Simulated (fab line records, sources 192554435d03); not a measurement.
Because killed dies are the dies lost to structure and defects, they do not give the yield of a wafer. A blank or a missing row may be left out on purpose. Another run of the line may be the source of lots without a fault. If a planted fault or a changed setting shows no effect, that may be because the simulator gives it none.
The tool behind it: which one? | flow n5 finfet | 36 wafers from 12 lots sampled at 2 of the route's 1938 steps

## WHAT THE GAUGES SHOWED, per wafer
N5_BEOL_M0_SAQP_THK_MEAS_05.
lot  | measured     | on            | thk nm (nm)
L075 | day 5 22:14  | film metro-02 | 59.7 61.1 60.5
L077 | day 6 07:28  | film metro-02 | 59.9 60.1 60.7
L079 | day 6 14:54  | film metro-01 | 59.2 59.1 61.3
L081 | day 7 06:11  | film metro-01 | 59.7 59.7 59.8
L084 | day 7 22:26  | film metro-02 | 59.2 59.2 60.3
L085 | day 8 06:38  | film metro-01 | 58.5 60.7 59.7
L087 | day 8 15:16  | film metro-02 | 60.0 60.5 60.2
L089 | day 9 06:52  | film metro-01 | 59.3 60.5 60.8
L091 | day 9 15:41  | film metro-01 | 60.3 60.0 61.2
L093 | day 10 07:20 | film metro-01 | 59.9 60.3 60.6
L095 | day 10 18:53 | film metro-01 | 60.5 61.1 60.5
L097 | day 11 03:50 | film metro-02 | 60.8 61.3 61.2

## WHAT TOOL EACH LOT RAN ON (gives the tool, then ch and the chambers of the sampled wafers, and finally the start)
lot  | N5_BEOL_M0_SAQP_HM_DEP_02
L075 | pvd sputter-02, day 5 21:53
L077 | pvd sputter-02, day 6 07:07
L079 | pvd sputter-03, day 6 14:33
L081 | pvd sputter-02, day 7 05:51
L084 | pvd sputter-03, day 7 22:07
L085 | pvd sputter-01, day 8 06:17
L087 | pvd sputter-03, day 8 14:56
L089 | pvd sputter-01, day 9 06:32
L091 | pvd sputter-01, day 9 15:16
L093 | pvd sputter-01, day 10 06:38
L095 | pvd sputter-01, day 10 18:33
L097 | pvd sputter-02, day 11 03:25
- N5_BEOL_M0_SAQP_HM_DEP_02: deposits TiN, target thk 12 nm.

## THE ANSWER, worked out from the rows above alone
Rule: what is usual is taken from the lots themselves. Put in order of their means at a reading, lots are off if they are a third of the lots or fewer, leave a main group of 4 or more, and stand apart from it by a gap of 3 or more times the standard deviation of the main group's means; of several such gaps the widest counts. A main group whose means are all the same, to the digits that the tables above print for the reading, isn't used. Also off: a lot with no number at a reading for which 4 or more lots have one. Where the step has rows for the other lots, those lots are counted as sound.
Nothing can be told from this: no lot is off at any reading shown.

## WHAT THE SIMULATOR HAD INSERTED
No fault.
